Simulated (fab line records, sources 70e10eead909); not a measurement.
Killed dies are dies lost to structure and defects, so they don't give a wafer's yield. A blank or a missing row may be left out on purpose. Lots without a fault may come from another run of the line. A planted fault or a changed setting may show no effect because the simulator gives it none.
Which tool did it? | flow nand_harc | 12 lots, 36 wafers sampled, at 6 steps of a route of 1159

WHAT THE GAUGES READ, wafer by wafer
NHARC_A_ZERO_WELL_CD_MEAS_10: target cd 2000 nm.
lot  | measured     | on        | cd_nm (nm)
L075 | day 6 18:10  | cd_sem-01 | 2002.6 1999.6 2001.2
L076 | day 7 09:28  | cd_sem-02 | 2001.6 1999.5 1999.2
L079 | day 7 23:59  | cd_sem-03 | 2000.3 2002.0 1997.6
L081 | day 8 04:44  | cd_sem-03 | 1997.2 1997.6 1998.4
L084 | day 8 22:47  | cd_sem-02 | 1997.3 1997.4 1999.6
L085 | day 9 03:53  | cd_sem-03 | 1997.6 1998.5 1997.0
L087 | day 9 20:43  | cd_sem-02 | 1997.7 2001.7 1998.5
L089 | day 10 08:38 | cd_sem-02 | 2002.1 1998.9 2002.1
L091 | day 10 18:38 | cd_sem-03 | 2000.5 1997.0 1998.4
L094 | day 11 17:22 | cd_sem-02 | 1997.1 2000.1 1998.4
L096 | day 11 21:05 | cd_sem-01 | 1998.6 1998.4 1995.9
L097 | day 12 10:37 | cd_sem-03 | 1997.5 1999.5 2000.9

WHICH TOOL RAN EACH LOT (tool, then ch and the chambers of the sampled wafers, then the start)
lot  | NHARC_P_M0_PVD_21                       | NHARC_P_M2_ETCH_35                 | NHARC_P_M2_ETCH_15                            | NHARC_P_M2_DEGAS_29          | NHARC_P_BONDPAD_DESCUM_11
L075 | pvd_sputter-03, day 6 09:19 or earlier  | rie_diel-05 ch 0,3, day 6 09:19    | rie_diel-05 ch 1,2,3, day 6 10:16 or earlier  | pvd_sputter-02, day 6 10:16  | rie_diel-10 ch 1,2,3, day 6 13:54
L076 | pvd_sputter-02, day 7 01:02 or earlier  | rie_diel-05 ch 0,2,3, day 7 01:02  | rie_diel-05 ch 0,1,2, day 7 01:59 or earlier  | pvd_sputter-02, day 7 01:59  | rie_diel-04 ch 1,2, day 7 05:23
L079 | pvd_sputter-03, day 7 15:43 or earlier  | rie_diel-06 ch 1,3, day 7 15:43    | rie_diel-06 ch 2,3, day 7 16:40 or earlier    | pvd_sputter-02, day 7 16:40  | rie_diel-10 ch 0,1, day 7 20:07
L081 | pvd_sputter-02, day 7 12:52             | rie_diel-06 ch 1,2, day 7 20:16    | rie_diel-06 ch 2,3, day 7 21:13 or earlier    | pvd_sputter-03, day 7 21:13  | rie_diel-13 ch 0,1,2, day 8 00:49
L084 | pvd_sputter-02, day 8 14:09 or earlier  | rie_diel-05 ch 0,1,2, day 8 14:09  | rie_diel-05 ch 0,1, day 8 15:07 or earlier    | pvd_sputter-03, day 8 15:07  | rie_diel-10 ch 0,3, day 8 18:39
L085 | pvd_sputter-02, day 8 19:25 or earlier  | rie_diel-06 ch 2,3, day 8 19:25    | rie_diel-06 ch 2,3, day 8 20:23 or earlier    | pvd_sputter-03, day 8 20:23  | rie_diel-10 ch 0,1,2, day 9 00:01
L087 | pvd_sputter-01, day 9 12:07 or earlier  | rie_diel-03 ch 0,2,3, day 9 12:07  | rie_diel-03 ch 1,2,3, day 9 13:03 or earlier  | pvd_sputter-03, day 9 13:03  | rie_diel-10 ch 0,2, day 9 16:36
L089 | pvd_sputter-03, day 10 00:02 or earlier | rie_diel-06 ch 1,2,3, day 10 00:02 | rie_diel-06 ch 2,3, day 10 01:01 or earlier   | pvd_sputter-02, day 10 01:01 | rie_diel-04 ch 0,1,3, day 10 04:40
L091 | pvd_sputter-03, day 10 10:16 or earlier | rie_diel-05 ch 1,2,3, day 10 10:16 | rie_diel-05 ch 2,3, day 10 11:11 or earlier   | pvd_sputter-03, day 10 11:11 | rie_diel-04 ch 0,1,3, day 10 14:45
L094 | pvd_sputter-03, day 11 09:07 or earlier | rie_diel-05 ch 2,3, day 11 09:07   | rie_diel-05 ch 0,1,3, day 11 10:05 or earlier | pvd_sputter-03, day 11 10:05 | rie_diel-10 ch 2,3, day 11 13:30
L096 | pvd_sputter-01, day 11 12:43 or earlier | rie_diel-05 ch 0,1, day 11 12:43   | rie_diel-05 ch 1,2,3, day 11 13:40 or earlier | pvd_sputter-03, day 11 13:40 | rie_diel-04 ch 0,2,3, day 11 17:14
L097 | pvd_sputter-01, day 12 02:05 or earlier | rie_diel-05 ch 0,1,3, day 12 02:05 | rie_diel-05 ch 1,3, day 12 03:02 or earlier   | pvd_sputter-03, day 12 03:02 | rie_diel-10 ch 1,3, day 12 06:45
- NHARC_P_M0_PVD_21: deposits Cu, target thk 30 nm, time 20.49 s.
- NHARC_P_M2_ETCH_35: etches the open film in N2/H2, target depth 40 nm, overetch 12 nm, time 43.94 s.
- NHARC_P_M2_ETCH_15: etches the open film in C4F8/Ar, target depth 182.5 nm, time 91.2 s.
- NHARC_P_M2_DEGAS_29: time 60 s.
- NHARC_P_BONDPAD_DESCUM_11: chemistry O2, time 3 s.

THE ANSWER, worked out from the rows above alone
Rule: what is usual is taken from the lots themselves. Put in order of their means at a reading, lots are off if they are a third of the lots or fewer, leave a main group of 4 or more, and stand apart from it by a gap of 3 or more times the standard deviation of the main group's means; of several such gaps the widest counts. A main group whose means are all the same, to the digits that the tables above print for the reading, isn't used. A lot without any number at a reading at which 4 lots or more have one is off too. The other lots that the step has rows for count as sound.
No lot is off at any reading shown: from this, nothing can be told.

WHAT THE SIMULATOR HAD PUT IN
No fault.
